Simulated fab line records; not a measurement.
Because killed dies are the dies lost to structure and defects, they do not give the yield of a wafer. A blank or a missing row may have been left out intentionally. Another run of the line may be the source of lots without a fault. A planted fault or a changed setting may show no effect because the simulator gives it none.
Split-lot study :: flow n5 finfet :: on a route of 1938 steps: 7 lots, 21 wafers read

== THE SPLIT ==
At N5_BEOL_M11_COAT_22 (resist thk 90 nm), the setting spin rpm was moved away from the recipe's 1500 rpm on 10 of the 21 wafers read, by -5.1% to +6.5%. All remaining wafers had this setting at the recipe value.

== FROM THE SPLIT TO THE READING: what the file shows between them, 5 steps ==
- N5_BEOL_M11_EBR_24
- N5_BEOL_M11_SOFTBAKE_23: time 60 s
- N5_BEOL_M11_EXPOSE_25: exposes mask V10
- N5_BEOL_M11_PEB_26: peb time 60 s
- N5_BEOL_M11_DEVELOP_27: develop time 30 s

== THE READING ==
CAR-ArF_of_BEOL_M11_COAT_22.thk nm (the simulator's own value, which no gauge read), in nm, at N5_BEOL_M11_DESCUM_33 (chemistry O2, time 7.9 s). The file gives no usual value for it. Average 83.7 nm, standard deviation 0.2 nm, over the 11 wafers here run with the recipe.

wafer: L076.2
tool, chamber at the split: litho track-02, 0
spin rpm as run, rpm: 1500
against the recipe: recipe
CAR-ArF_of_BEOL_M11_COAT_22.thk nm, nm: 83.8
against lot-mates on the recipe: -

wafer: L076.3
tool, chamber at the split: litho track-02, 0
spin rpm as run, rpm: 1500
against the recipe: recipe
CAR-ArF_of_BEOL_M11_COAT_22.thk nm, nm: 84
against lot-mates on the recipe: -

wafer: L076.4
tool, chamber at the split: litho track-02, 0
spin rpm as run, rpm: 1500
against the recipe: recipe
CAR-ArF_of_BEOL_M11_COAT_22.thk nm, nm: 84
against lot-mates on the recipe: -

wafer: L078.1
tool, chamber at the split: litho track-03, 0
spin rpm as run, rpm: 1500
against the recipe: recipe
CAR-ArF_of_BEOL_M11_COAT_22.thk nm, nm: 83.6
against lot-mates on the recipe: -

wafer: L078.4
tool, chamber at the split: litho track-03, 0
spin rpm as run, rpm: 1500
against the recipe: recipe
CAR-ArF_of_BEOL_M11_COAT_22.thk nm, nm: 83.8
against lot-mates on the recipe: -

wafer: L078.6
tool, chamber at the split: litho track-03, 0
spin rpm as run, rpm: 1446
against the recipe: -3.6%
CAR-ArF_of_BEOL_M11_COAT_22.thk nm, nm: 85.2
against lot-mates on the recipe: +1.5

wafer: L079.1
tool, chamber at the split: litho track-02, 0
spin rpm as run, rpm: 1598
against the recipe: +6.5%
CAR-ArF_of_BEOL_M11_COAT_22.thk nm, nm: 80.8
against lot-mates on the recipe: -2.6

wafer: L079.2
tool, chamber at the split: litho track-02, 0
spin rpm as run, rpm: 1598
against the recipe: +6.5%
CAR-ArF_of_BEOL_M11_COAT_22.thk nm, nm: 80.6
against lot-mates on the recipe: -2.8

wafer: L079.4
tool, chamber at the split: litho track-02, 0
spin rpm as run, rpm: 1500
against the recipe: recipe
CAR-ArF_of_BEOL_M11_COAT_22.thk nm, nm: 83.4
against lot-mates on the recipe: -

wafer: L084.1
tool, chamber at the split: litho track-04, 0
spin rpm as run, rpm: 1500
against the recipe: recipe
CAR-ArF_of_BEOL_M11_COAT_22.thk nm, nm: 83.8
against lot-mates on the recipe: -

wafer: L084.3
tool, chamber at the split: litho track-04, 0
spin rpm as run, rpm: 1451
against the recipe: -3.3%
CAR-ArF_of_BEOL_M11_COAT_22.thk nm, nm: 85.2
against lot-mates on the recipe: +1.4

wafer: L084.6
tool, chamber at the split: litho track-04, 0
spin rpm as run, rpm: 1451
against the recipe: -3.3%
CAR-ArF_of_BEOL_M11_COAT_22.thk nm, nm: 85.2
against lot-mates on the recipe: +1.4

wafer: L087.1
tool, chamber at the split: litho track-02, 0
spin rpm as run, rpm: 1427
against the recipe: -4.9%
CAR-ArF_of_BEOL_M11_COAT_22.thk nm, nm: 86
against lot-mates on the recipe: no lot-mate on the recipe

wafer: L087.4
tool, chamber at the split: litho track-02, 0
spin rpm as run, rpm: 1427
against the recipe: -4.9%
CAR-ArF_of_BEOL_M11_COAT_22.thk nm, nm: 86
against lot-mates on the recipe: no lot-mate on the recipe

wafer: L087.5
tool, chamber at the split: litho track-02, 0
spin rpm as run, rpm: 1427
against the recipe: -4.9%
CAR-ArF_of_BEOL_M11_COAT_22.thk nm, nm: 86
against lot-mates on the recipe: no lot-mate on the recipe

wafer: L088.1
tool, chamber at the split: litho track-03, 0
spin rpm as run, rpm: 1500
against the recipe: recipe
CAR-ArF_of_BEOL_M11_COAT_22.thk nm, nm: 83.4
against lot-mates on the recipe: -

wafer: L088.5
tool, chamber at the split: litho track-03, 0
spin rpm as run, rpm: 1500
against the recipe: recipe
CAR-ArF_of_BEOL_M11_COAT_22.thk nm, nm: 83.6
against lot-mates on the recipe: -

wafer: L088.6
tool, chamber at the split: litho track-03, 0
spin rpm as run, rpm: 1500
against the recipe: recipe
CAR-ArF_of_BEOL_M11_COAT_22.thk nm, nm: 83.6
against lot-mates on the recipe: -

wafer: L090.3
tool, chamber at the split: litho track-04, 0
spin rpm as run, rpm: 1424
against the recipe: -5.1%
CAR-ArF_of_BEOL_M11_COAT_22.thk nm, nm: 86
against lot-mates on the recipe: +2.2

wafer: L090.5
tool, chamber at the split: litho track-04, 0
spin rpm as run, rpm: 1424
against the recipe: -5.1%
CAR-ArF_of_BEOL_M11_COAT_22.thk nm, nm: 86.2
against lot-mates on the recipe: +2.4

wafer: L090.6
tool, chamber at the split: litho track-04, 0
spin rpm as run, rpm: 1500
against the recipe: recipe
CAR-ArF_of_BEOL_M11_COAT_22.thk nm, nm: 83.8
against lot-mates on the recipe: -

THE FIT
A straight line over all 21 wafers: CAR-ArF_of_BEOL_M11_COAT_22.thk nm changes by -0.463 nm for each +1% of spin rpm; r = -0.99; the points scatter about the line by 0.16 nm.
The same after taking each lot's own level away (the mean of its wafers on the recipe; 18 wafers): -0.427 nm for each +1%; r = -1.00; scatter 0.099 nm.
Per that fit: largest spin rpm move, reading shift of 2.8 nm.
Across the lots, their own levels run from 83.40 to 83.93 nm, a range of 2.7 times the standard deviation given above.
So the lot-to-lot level changes the slope little: the two slopes agree.
Check: with one of the wafers moved furthest among these (+6.5%) left out of the fit, the line predicts -2.85 nm for it against its lot-mates. It came out at -2.6 nm against them.

== THE WHOLE CHAIN: every reading that the file lists as answering this split, in the file's order ==
step: N5_BEOL_M11_COAT_22
what it does: resist thk 90 nm
reading: CAR-ArF_of_BEOL_M11_COAT_22.thk nm (the simulator's own value, which no gauge read)
change (the file's fit): -0.421 nm for each +1% of the setting
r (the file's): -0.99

step: N5_BEOL_M11_DEVELOP_27
what it does: develop time 30 s
reading: CAR-ArF_of_BEOL_M11_COAT_22.thk nm (the simulator's own value, which no gauge read)
change (the file's fit): -0.409 nm for each +1% of the setting
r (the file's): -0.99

step: N5_BEOL_M11_DESCUM_33
what it does: chemistry O2, time 7.9 s
reading: CAR-ArF_of_BEOL_M11_COAT_22.thk nm (the simulator's own value, which no gauge read)
change (the file's fit): -0.427 nm for each +1% of the setting
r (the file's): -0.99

== THE FILE'S OWN FIT ==
CAR-ArF_of_BEOL_M11_COAT_22.thk nm changes by -0.427 nm for each +1% of spin rpm, r = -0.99.
